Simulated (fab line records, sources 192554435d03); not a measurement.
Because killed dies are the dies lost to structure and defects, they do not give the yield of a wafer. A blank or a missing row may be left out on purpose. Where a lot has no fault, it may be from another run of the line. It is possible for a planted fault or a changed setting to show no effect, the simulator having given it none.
fab line records	flow n5Finfet
record: lots: 7	wafers: 21
route steps=1938 shown SDB@353 HKMG_FIN@403 GATE_CUT@480 MOL_CONTACT_COAG@615 BEOL_M0_SAQP@636 BEOL_M2@851
startH: hours from the record's first day to the start of the lot's first wafer shown	waitH: time in hours since the lot's previous step	" the same as in the row above	L1.1+2: one row covering several wafers at once	- value missing, or start not given	* or withheld: withheld	< > ~ a bound
route shown NAME@n: NAME is a module with steps in the file, n the number in the route of the first one	usual: mean/standard deviation taken from wafers without a fault	same: alike in all rows	chamber/n: place in a boat	sites: each site's reading	_std_site: their standard deviation	_edge_site: inner sites' mean taken away from outer sites' mean	radiusMm: for every site, how far away it sits from the centre of the wafer	mask NAME#n: copy n	behind: tool/chamber where the wafer was last shaped	hold: why the lot was held/for how many hours/how that ended	device: which transistor (n, p or np) failed to switch	end of line: the same wafers' tests at the end of the route	a step without rows: its recipe alone	killed: not the wafer's yield, but the dies lost to structure and defects at the first sort	map: shows each die of a wafer: x if killed, . if not, _ if none is there
set.NAME: the setting that was run; set.NAME@STEP: the one run at that earlier step	model.NAME: the simulator's own value behind a step, which no gauge read
one table per step and one row per wafer, for lots whose settings were changed on purpose
== steps ==
step: N5_SDB_EXPOSE_08
recipe: maskId: SDB	na: 1.35	sourceShape: conventional	sigmaOuter: 0.5	polarization: unpolarized	doseMj: 49.6
lot.wafer	tool	chamber	startH	waitH	mask	set.doseMj
L074.2+3+6	arfiScanner-01	0	65.34	-	SDB#0	49.6
L075.3+4	arfiScanner-03	0	73.13	-	SDB#0	49.6
L075.6	"	0	"	"	SDB#0	48.38
L083.3	arfiScanner-03	0	120.63	-	SDB#0	46.86
L083.4+5	"	0	"	"	SDB#0	49.6
L086.1+2+4	arfiScanner-01	0	142.55	-	SDB#0	49.6
L087.4+6	arfiScanner-03	0	144.53	-	SDB#0	48.39
L087.5	"	0	"	"	SDB#0	49.6
L091.2+3	arfiScanner-01	0	170.32	-	SDB#0	49.6
L091.5	"	0	"	"	SDB#0	50.87
L093.3+5+6	arfiScanner-01	0	179.68	-	SDB#0	49.6
step: N5_SDB_PEB_09
recipe: pebTempC: withheld	pebTimeS: 60	resist: CAR-ArF
step: N5_SDB_DEVELOP_10
recipe: developTimeS: 30	developer: TMAH	resist: CAR-ArF	rinseLiquid: diw	dry: airSpin	devTempC: 23
step: N5_SDB_CD_MEAS_11
recipe: targetCdNm: 50	landingEnergyEv: 500	detector: seInlens	polarity: opening
usual: cdNm: 50.2/1.1
lot.wafer	tool	chamber	startH	waitH	set.doseMj@SDB_EXPOSE_08	cdNm
L074.2	cdSem-03	0	65.46	-	49.6	51.6
L074.3	"	0	"	"	49.6	52.3
L074.6	"	0	"	"	49.6	51.2
L075.3	cdSem-03	0	73.24	-	49.6	50.8
L075.4	"	0	"	"	49.6	50.5
L075.6	"	0	"	"	48.38	45.9
L083.3	cdSem-01	0	120.74	-	46.86	44.6
L083.4	"	0	"	"	49.6	50.4
L083.5	"	0	"	"	49.6	49.3
L086.1	cdSem-01	0	142.68	-	49.6	48.5
L086.2	"	0	"	"	49.6	48.5
L086.4	"	0	"	"	49.6	49.6
L087.4	cdSem-03	0	144.64	-	48.39	45.3
L087.5	"	0	"	"	49.6	50.0
L087.6	"	0	"	"	48.39	45.9
L091.2	cdSem-03	0	170.44	-	49.6	50.8
L091.3	"	0	"	"	49.6	50.9
L091.5	"	0	"	"	50.87	55.2
L093.3	cdSem-01	0	179.80	-	49.6	51.8
L093.5	"	0	"	"	49.6	50.2
L093.6	"	0	"	"	49.6	50.7
step: N5_HKMG_FIN_ETCH_55
recipe: chemistry: N2/H2	target: SOC	targetDepthA: 2400	tempC: 40	timeS: 300	ionEnergyEv: 200	maskMaterial: SiARC	pressureMtorr: 30	sourceW: 840	biasW: 150	n2FlowSccm: 200	h2FlowSccm: 200
usual: rfVppV: 524.0/2.4
lot.wafer	tool	chamber	startH	waitH	set.biasW	rfVppV	model.HKMG_FIN.featureDepthNm	model.etch.depthNm	model.SiARC_of_HKMG_FIN_COAT_42.thkNm
L074.2	rieDiel-03	0	71.21	0.0	150	519.9	239.2	239.1	21.4
L074.3	"	1	"	"	128.9	474.9	226.4	226.4	23.2
L074.6	"	0	"	"	128.9	471.8	223.6	223.6	23.8
L075.3	rieDiel-05	3	80.18	0.1	173.3	573.0	262.4	262.4	18.4
L075.4	"	1	"	"	150	524.4	241.2	241.1	21.4
L075.6	"	3	"	"	150	524.1	241.2	241.3	21.2
L083.3	rieDiel-05	2	126.78	0.0	173.7	576.9	246	246	19.4
L083.4	"	3	"	"	173.7	573.0	259.8	259.9	18.6
L083.5	"	1	"	"	173.7	574.9	255.6	255.5	19
L086.1	rieDiel-05	3	150.02	0.0	150	523.8	241.2	241.1	21.2
L086.2	"	1	"	"	150	523.5	239	239	21.4
L086.4	"	2	"	"	137.6	497.3	218.8	218.7	23.2
L087.4	rieDiel-05	3	152.05	0.0	150	524.2	238.8	238.8	21.4
L087.5	"	3	"	"	150	523.8	238	238	21.6
L087.6	"	0	"	"	142.5	512.4	225.2	225.1	22.6
L091.2	rieDiel-01	0	176.60	0.0	172.9	571.5	265	265	18
L091.3	"	3	"	"	150	523.4	241.6	241.6	21
L091.5	"	0	"	"	150	522.0	247.2	247.2	20.8
L093.3	rieDiel-01	0	186.03	0.0	150	523.0	244.8	244.7	20.8
L093.5	"	1	"	"	150	525.8	253.4	253.5	20.6
L093.6	"	0	"	"	150	522.5	246.6	246.5	20.6
step: N5_HKMG_FIN_ETCH_58
recipe: chemistry: N2/H2	target: SOC	targetDepthA: 2158	ionEnergyEv: 50	biasW: 13	timeS: 741	pressureMtorr: 30	sourceW: 875	n2FlowSccm: 200	h2FlowSccm: 200
lot.wafer	tool	chamber	startH	waitH	set.sourceW	model.HKMG_FIN.featureDepthNm	model.etch.depthNm	model.SOC_of_HKMG_FIN_COAT_41.thkNm
L074.2	rieDiel-03	0	71.42	0.0	875	213.6	213.7	85.6
L074.3	"	1	"	"	875	218.6	218.5	80
L074.6	"	0	"	"	875	215.6	215.5	84.6
L075.3	rieDiel-05	3	80.62	0.2	875	222.8	222.8	77.8
L075.4	"	1	"	"	875	217.2	217.1	83.8
L075.6	"	3	"	"	875	220.2	220.2	80.4
L083.3	rieDiel-05	2	126.99	0.0	875	207.8	207.9	93
L083.4	"	3	"	"	875	218	218.1	83.4
L083.5	"	1	"	"	722.6	183	183	118.6
L086.1	rieDiel-05	3	150.23	0.0	875	216	216.1	83.6
L086.2	"	1	"	"	875	211.8	211.7	86.8
L086.4	"	2	"	"	875	203.8	203.8	95.8
L087.4	rieDiel-05	3	152.26	0.0	875	216.4	216.5	83.6
L087.5	"	3	"	"	787.2	195.8	195.8	104.2
L087.6	"	0	"	"	875	209.4	209.3	90.6
L091.2	rieDiel-01	0	176.82	0.0	750.3	194.2	194.2	105.8
L091.3	"	3	"	"	750.3	192.6	192.5	107.6
L091.5	"	0	"	"	750.3	193.8	193.9	106.4
L093.3	rieDiel-01	0	186.24	0.0	875	223.6	223.5	77.6
L093.5	"	1	"	"	875	228.8	228.8	72.4
L093.6	"	0	"	"	875	221.6	221.6	79.8
step: N5_GATE_CUT_COAT_27
recipe: resist: underlayer	tempC: 205	timeS: 60	spinRpm: 1500	resistThkNm: 10
lot.wafer	tool	chamber	startH	waitH	set.spinRpm	model.underlayer_of_GATE_CUT_COAT_27.thkNm
L074.2+3	lithoTrack-02	0	-	-	1500	10
L074.6	"	0	"	"	1659	9.6
L075.3+4+6	lithoTrack-01	0	-	-	1500	10
L083.3	lithoTrack-03	0	-	-	1621	9.6
L083.4+5	"	0	"	"	1500	10
L086.1+2+4	lithoTrack-01	0	-	-	1500	10
L087.4	lithoTrack-02	0	-	-	1500	10
L087.5+6	"	0	"	"	1619	9.6
L091.2	lithoTrack-03	0	-	-	1500	10
L091.3+5	"	0	"	"	1435	10.2
L093.3+5+6	lithoTrack-03	0	-	-	1500	10
step: N5_GATE_CUT_COAT_07
recipe: resist: CAR-EUV	spinRpm: 1500	resistThkNm: 30
step: N5_GATE_CUT_EBR_09
recipe: solvent: PGMEA	ebrWidthMm: 1.5
step: N5_GATE_CUT_DESCUM_18
recipe: chemistry: O2	timeS: 7	sourcePowerW: 50	biasPowerW: 20	pressureMtorr: 20	rfFrequencyHz: 2.712e+07	tempC: 40	resist: CAR-EUV	o2FlowSccm: 225
step: N5_GATE_CUT_ETCH_28
recipe: chemistry: N2/H2	target: underlayer	targetDepthA: 130	maskMaterial: CAR-EUV	timeS: 10.4	ionEnergyEv: 200	pressureMtorr: 30	sourceW: 840	biasW: 150	n2FlowSccm: 200	h2FlowSccm: 200	ends: cleared
lot.wafer	tool	chamber	startH	waitH	set.spinRpm@GATE_CUT_COAT_27	model.CAR-EUV_of_GATE_CUT_COAT_07.thkNm	model.etch.depthNm
L074.2+3	rieDiel-06	3,1	83.27	0.0	1500	14.6	10.02
L074.6	"	0	"	"	1659	15.2	9.558
L075.3	rieDiel-06	1	94.20	0.0	1500	14.6	10.04
L075.4	"	0	"	"	1500	14.8	10.05
L075.6	"	1	"	"	1500	14.6	10.02
L083.3	rieDiel-06	1	139.18	0.0	1621	15.2	9.609
L083.4	"	0	"	"	1500	14.8	9.987
L083.5	"	0	"	"	1500	14.6	9.964
L086.1	rieDiel-04	3	161.85	0.0	1500	14.6	10
L086.2	"	2	"	"	1500	14.6	10.02
L086.4	"	1	"	"	1500	14.6	10.03
L087.4	rieDiel-04	0	164.52	0.0	1500	14.6	10.04
L087.5	"	1	"	"	1619	15.2	9.654
L087.6	"	2	"	"	1619	15	9.657
L091.2	rieDiel-02	0	188.52	0.0	1500	14.6	9.989
L091.3	"	3	"	"	1435	14.2	10.27
L091.5	"	3	"	"	1435	14.2	10.24
L093.3	rieDiel-06	0	198.64	0.0	1500	14.8	9.982
L093.5	"	1	"	"	1500	14.6	9.99
L093.6	"	2	"	"	1500	14.6	10.02
step: N5_GATE_CUT_ETCH_36
recipe: chemistry: CF4	target: SiARC	targetDepthA: 130	maskMaterial: CAR-EUV	timeS: 21.7	ionEnergyEv: 80	pressureMtorr: 40	sourceW: 545	biasW: 36	Ar_flow_sccm: 100	cf4FlowSccm: 100	ends: cleared
lot.wafer	tool	chamber	startH	waitH	set.cf4FlowSccm	set.spinRpm@GATE_CUT_COAT_27	model.CAR-EUV_of_GATE_CUT_COAT_07.thkNm
L074.2+3	rieDiel-06	3,1	83.29	0.0	100	1500	6.8
L074.6	"	0	"	"	100	1659	7.4
L075.3+4	rieDiel-06	1,0	94.21	0.0	85.09	1500	7
L075.6	"	1	"	"	100	1500	7
L083.3	rieDiel-06	1	139.20	0.0	100	1621	7.4
L083.4	"	0	"	"	111.6	1500	7.2
L083.5	"	0	"	"	111.6	1500	7
L086.1	rieDiel-04	3	161.87	0.0	84.78	1500	6.8
L086.2	"	2	"	"	100	1500	6.8
L086.4	"	1	"	"	100	1500	7
L087.4	rieDiel-04	0	164.54	0.0	111	1500	7
L087.5	"	1	"	"	100	1619	7.4
L087.6	"	2	"	"	111	1619	7.4
L091.2	rieDiel-02	0	188.54	0.0	100	1500	7
L091.3	"	3	"	"	100	1435	6.6
L091.5	"	3	"	"	83.37	1435	6.6
L093.3	rieDiel-06	0	198.66	0.0	100	1500	7.2
L093.5+6	"	1,2	"	"	100	1500	7
step: N5_MOL_CONTACT_COAG_VIA_ETCH_117
recipe: chemistry: C4F6/O2	targetDepthA: 400	overetchA: 80	maskMaterial: SOC	target: SiO2	biasW: 455	pressureMtorr: 10	timeS: 26	sourceW: 325	Ar_flow_sccm: 300	C4F6_flow_sccm: 10	O2_flow_sccm: 10	ionEnergyEv: 575.3	ends: endPoint
usual: rfVppV: 1601/23
lot.wafer	tool	chamber	startH	waitH	set.biasW	rfVppV
L074.2	rieDiel-03	2	99.97	0.0	493.1	1737
L074.3	"	1	"	"	493.1	1727
L074.6	"	1	"	"	455	1628
L075.3	rieDiel-01	3	111.09	0.0	455	1619
L075.4	"	3	"	"	455	1618
L075.6	"	0	"	"	422.3	1513
L083.3	rieDiel-01	3	156.44	0.0	455	1617
L083.4	"	2	"	"	455	1588
L083.5	"	1	"	"	455	1585
L086.1	rieDiel-01	3	177.80	0.0	455	1616
L086.2	"	0	"	"	430.5	1533
L086.4	"	1	"	"	455	1583
L087.4	rieDiel-03	0	180.56	0.0	477.7	1630
L087.5	"	0	"	"	455	1572
L087.6	"	1	"	"	455	1629
L091.2	rieDiel-05	3	206.27	0.0	455	1555
L091.3	"	0	"	"	455	1613
L091.5	"	2	"	"	421	1500
L093.3	rieDiel-03	3	214.53	0.0	455	1610
L093.5	"	1	"	"	455	1628
L093.6	"	3	"	"	455	1612
step: N5_MOL_CONTACT_COAG_ETCH_124
recipe: chemistry: CH3F/O2	target: SiNx	targetDepthA: 65	maskMaterial: SOC	stopOn: SiOC	overEtchFrac: 0.3	ionEnergyEv: 120	pressureMtorr: 30	sourceW: 395	biasW: 73	Ar_flow_sccm: 150	CH3F_flow_sccm: 30	O2_flow_sccm: 20	ends: endPoint
usual: rfVppV: 300/4.9
lot.wafer	tool	chamber	startH	waitH	set.biasW	rfVppV
L074.2	rieDiel-03	2	100.00	0.0	81.06	333
L074.3	"	1	"	"	73	306
L074.6	"	1	"	"	81.06	334
L075.3	rieDiel-01	3	111.12	0.0	73	304
L075.4	"	3	"	"	60.55	262
L075.6	"	0	"	"	60.55	257
L083.3	rieDiel-01	3	156.47	0.0	73	304
L083.4	"	2	"	"	68.56	284
L083.5	"	1	"	"	73	296
L086.1	rieDiel-01	3	177.83	0.0	73	303
L086.2	"	0	"	"	81.51	328
L086.4	"	1	"	"	73	298
L087.4	rieDiel-03	0	180.59	0.0	73	296
L087.5	"	0	"	"	73	295
L087.6	"	1	"	"	84.75	344
L091.2	rieDiel-05	3	206.29	0.0	60.87	251
L091.3	"	0	"	"	73	301
L091.5	"	2	"	"	73	296
L093.3	rieDiel-03	3	214.56	0.0	73	302
L093.5	"	1	"	"	73	306
L093.6	"	3	"	"	73	303
step: N5_BEOL_M0_SAQP_PECVD_96
recipe: material: a-Si	targetThkA: 450	tempC: 350	precursor: SiH4/He	pressureTorr: 3	rfW: 100	timeS: 45.2
lot.wafer	tool	chamber	startH	waitH	set.timeS	model.a-Si_of_BEOL_M0_SAQP_PECVD_96.thkNm
L074.2	pecvd-03	1	105.11	0.0	47.99	47
L074.3	"	0	"	"	47.99	46.8
L074.6	"	0	"	"	45.2	44.6
L075.3+4	pecvd-01	1,0	116.58	0.0	45.2	45.4
L075.6	"	2	"	"	45.2	46.4
L083.3	pecvd-02	2	163.31	0.0	45.2	44
L083.4	"	2	"	"	45.2	44.2
L083.5	"	1	"	"	45.2	44.4
L086.1	pecvd-02	2	183.87	0.0	40.48	39.6
L086.2	"	1	"	"	40.48	40
L086.4	"	0	"	"	40.48	41
L087.4	pecvd-02	2	186.08	0.0	45.2	45.6
L087.5	"	0	"	"	41.02	41.6
L087.6	"	1	"	"	45.2	45.8
L091.2+5	pecvd-02	2	211.76	0.0	45.2	45.2
L091.3	"	0	"	"	45.2	44.8
L093.3	pecvd-03	1	220.26	0.0	45.2	43.8
L093.5	"	0	"	"	45.2	42.8
L093.6	"	1	"	"	45.2	44
step: N5_BEOL_M0_SAQP_DEVELOP_13
recipe: developTimeS: 30	developer: TMAH	resist: CAR-ArF	devTempC: 23	rinseLiquid: diw	dry: airSpin
lot.wafer	tool	chamber	startH	waitH	set.developTimeS
L074.2	lithoTrack-04	0	-	-	30
L074.3+6	"	0	"	"	34.95
L075.3+4	lithoTrack-03	0	-	-	30
L075.6	"	0	"	"	33.81
L083.3+4	lithoTrack-01	0	-	-	30
L083.5	"	0	"	"	26.05
L086.1+4	lithoTrack-01	0	-	-	30
L086.2	"	0	"	"	27.1
L087.4	lithoTrack-01	0	-	-	27.19
L087.5+6	"	0	"	"	30
L091.2+5	lithoTrack-03	0	-	-	24.4
L091.3	"	0	"	"	30
L093.3+5+6	lithoTrack-01	0	-	-	30
step: N5_BEOL_M0_SAQP_ETCH_101
recipe: chemistry: CH3F/O2	target: SiNx	maskMaterial: SiO2	targetDepthA: 299	timeS: 42.7	pressureMtorr: 30	sourceW: 395	biasW: 73	Ar_flow_sccm: 150	CH3F_flow_sccm: 30	O2_flow_sccm: 20	ionEnergyEv: 120
step: N5_BEOL_M0_SAQP_ETCH_102
recipe: chemistry: CF4	target: SiO2	targetDepthA: 40	ionEnergyEv: 350	timeS: 4.4	pressureMtorr: 10	icpW: 800	biasW: 400	cf4FlowSccm: 80
step: N5_BEOL_M0_SAQP_MANDREL_ETCH_103
recipe: chemistry: HBr/Cl2	target: a-Si	targetDepthA: 450	btTimeS: 10	stopOn: SiCN	maskMaterial: SiO2	overEtchFrac: 0.8	timeS: 27	pressureMtorr: 10	icpW: 800	biasW: 75	HBr_flow_sccm: 150	Cl2_flow_sccm: 80	ends: endPoint
lot.wafer	tool	chamber	startH	waitH	set.timeS@BEOL_M0_SAQP_PECVD_96	model.etch.depthNm
L074.2	rieSi-01	2	108.71	0.0	47.99	46.94
L074.3	"	3	"	"	47.99	46.78
L074.6	"	1	"	"	45.2	44.59
L075.3+4	rieSi-03	2,0	119.24	0.0	45.2	45.48
L075.6	"	2	"	"	45.2	46.45
L083.3	rieSi-03	0	165.81	0.0	45.2	44.04
L083.4	"	0	"	"	45.2	44.1
L083.5	"	2	"	"	45.2	44.4
L086.1	rieSi-05	1	190.30	0.0	40.48	39.69
L086.2	"	3	"	"	40.48	40.09
L086.4	"	0	"	"	40.48	41.07
L087.4	rieSi-03	1	190.95	0.0	45.2	45.54
L087.5	"	3	"	"	41.02	41.6
L087.6	"	0	"	"	45.2	45.73
L091.2	rieSi-05	3	214.25	0.0	45.2	45.1
L091.3	"	0	"	"	45.2	44.85
L091.5	"	0	"	"	45.2	45.27
L093.3	rieSi-01	3	222.83	0.0	45.2	43.84
L093.5	"	3	"	"	45.2	42.88
L093.6	"	2	"	"	45.2	43.99
step: N5_BEOL_M2_EXPOSE_08
recipe: maskId: M2	na: 0.33	sourceShape: dipole	sigmaInner: 0.369	sigmaOuter: 0.767	polarization: unpolarized	doseMj: 41.25
lot.wafer	tool	chamber	startH	waitH	mask	set.doseMj
L074.2	euvScanner-02	0	131.08	-	M2#0	41.25
L074.3+6	"	0	"	"	M2#0	40.12
L075.3+6	euvScanner-02	0	142.64	-	M2#0	39.83
L075.4	"	0	"	"	M2#0	41.25
L083.3	euvScanner-02	0	184.92	-	M2#0	40.26
L083.4+5	"	0	"	"	M2#0	41.25
L087.4+5	euvScanner-02	0	218.05	-	M2#0	40.06
L087.6	"	0	"	"	M2#0	41.25
L086.1+4	euvScanner-02	0	219.49	-	M2#0	41.25
L086.2	"	0	"	"	M2#0	39.23
L091.2+5	euvScanner-02	0	234.38	-	M2#0	39.49
L091.3	"	0	"	"	M2#0	41.25
L093.3+5+6	euvScanner-02	0	245.39	-	M2#0	41.25
step: N5_BEOL_M2_PEB_09
recipe: pebTempC: 100	pebTimeS: 60	resist: CAR-EUV
step: N5_BEOL_M2_DEVELOP_10
recipe: developTimeS: 30	developer: TMAH	resist: CAR-EUV	rinseLiquid: surfactantRinse	dry: airSpin	devTempC: 23
step: N5_BEOL_M2_CD_MEAS_11
recipe: targetCdNm: 16.79	landingEnergyEv: 500	detector: seInlens	polarity: opening
usual: cdNm: 16.82/0.25
lot.wafer	tool	chamber	startH	waitH	set.doseMj@BEOL_M2_EXPOSE_08	cdNm
L074.2	cdSem-02	0	131.21	-	41.25	17.02
L074.3	"	0	"	"	40.12	16.32
L074.6	"	0	"	"	40.12	16.15
L075.3	cdSem-02	0	142.76	-	39.83	15.98
L075.4	"	0	"	"	41.25	16.73
L075.6	"	0	"	"	39.83	16.01
L083.3	cdSem-02	0	185.04	-	40.26	15.94
L083.4	"	0	"	"	41.25	16.70
L083.5	"	0	"	"	41.25	16.71
L087.4	cdSem-01	0	218.16	-	40.06	15.87
L087.5	"	0	"	"	40.06	16.44
L087.6	"	0	"	"	41.25	16.94
L086.1	cdSem-01	0	219.62	-	41.25	16.93
L086.2	"	0	"	"	39.23	16.23
L086.4	"	0	"	"	41.25	17.11
L091.2	cdSem-02	0	234.50	-	39.49	15.91
L091.3	"	0	"	"	41.25	16.75
L091.5	"	0	"	"	39.49	15.65
L093.3	cdSem-02	0	245.51	-	41.25	16.98
L093.5	"	0	"	"	41.25	16.53
L093.6	"	0	"	"	41.25	17.03
== key ==
split: step: N5_SDB_EXPOSE_08	setting: doseMj	stated: 49.6	by: wafer
response: step: N5_SDB_CD_MEAS_11	reading: cdNm	change: +1.26	per: 1%	r: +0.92
split: step: N5_HKMG_FIN_ETCH_55	setting: biasW	stated: 150	by: wafer
response: step: N5_HKMG_FIN_ETCH_55	reading: rfVppV	change: +3.18	per: 1%	r: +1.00
response: step: N5_HKMG_FIN_ETCH_55	reading: model.HKMG_FIN.featureDepthNm	change: +1.42	per: 1%	r: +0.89
response: step: N5_HKMG_FIN_ETCH_55	reading: model.etch.depthNm	change: +1.42	per: 1%	r: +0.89
response: step: N5_HKMG_FIN_ETCH_55	reading: model.SiARC_of_HKMG_FIN_COAT_42.thkNm	change: -0.183	per: 1%	r: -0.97
split: step: N5_HKMG_FIN_ETCH_58	setting: sourceW	stated: 875	by: wafer
response: step: N5_HKMG_FIN_ETCH_58	reading: model.HKMG_FIN.featureDepthNm	change: +1.71	per: 1%	r: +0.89
response: step: N5_HKMG_FIN_ETCH_58	reading: model.etch.depthNm	change: +1.72	per: 1%	r: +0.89
response: step: N5_HKMG_FIN_ETCH_58	reading: model.SOC_of_HKMG_FIN_COAT_41.thkNm	change: -1.74	per: 1%	r: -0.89
split: step: N5_GATE_CUT_COAT_27	setting: spinRpm	stated: 1500	by: wafer
response: step: N5_GATE_CUT_COAT_27	reading: model.underlayer_of_GATE_CUT_COAT_27.thkNm	change: -0.0444	per: 1%	r: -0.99
response: step: N5_GATE_CUT_ETCH_28	reading: model.CAR-EUV_of_GATE_CUT_COAT_07.thkNm	change: +0.0621	per: 1%	r: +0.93
response: step: N5_GATE_CUT_ETCH_28	reading: model.etch.depthNm	change: -0.0465	per: 1%	r: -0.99
response: step: N5_GATE_CUT_ETCH_36	reading: model.CAR-EUV_of_GATE_CUT_COAT_07.thkNm	change: +0.0528	per: 1%	r: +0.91
split: step: N5_GATE_CUT_ETCH_36	setting: cf4FlowSccm	stated: 100	by: wafer
response none clear
split: step: N5_MOL_CONTACT_COAG_VIA_ETCH_117	setting: biasW	stated: 455	by: wafer
response: step: N5_MOL_CONTACT_COAG_VIA_ETCH_117	reading: rfVppV	change: +11.9	per: 1%	r: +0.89
split: step: N5_MOL_CONTACT_COAG_ETCH_124	setting: biasW	stated: 73	by: wafer
response: step: N5_MOL_CONTACT_COAG_ETCH_124	reading: rfVppV	change: +2.71	per: 1%	r: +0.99
split: step: N5_BEOL_M0_SAQP_PECVD_96	setting: timeS	stated: 45.2	by: wafer
response: step: N5_BEOL_M0_SAQP_PECVD_96	reading: model.a-Si_of_BEOL_M0_SAQP_PECVD_96.thkNm	change: +0.422	per: 1%	r: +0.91
response: step: N5_BEOL_M0_SAQP_MANDREL_ETCH_103	reading: model.etch.depthNm	change: +0.415	per: 1%	r: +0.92
split: step: N5_BEOL_M0_SAQP_DEVELOP_13	setting: developTimeS	stated: 30	by: wafer
response none clear
split: step: N5_BEOL_M2_EXPOSE_08	setting: doseMj	stated: 41.25	by: wafer
response: step: N5_BEOL_M2_CD_MEAS_11	reading: cdNm	change: +0.222	per: 1%	r: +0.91
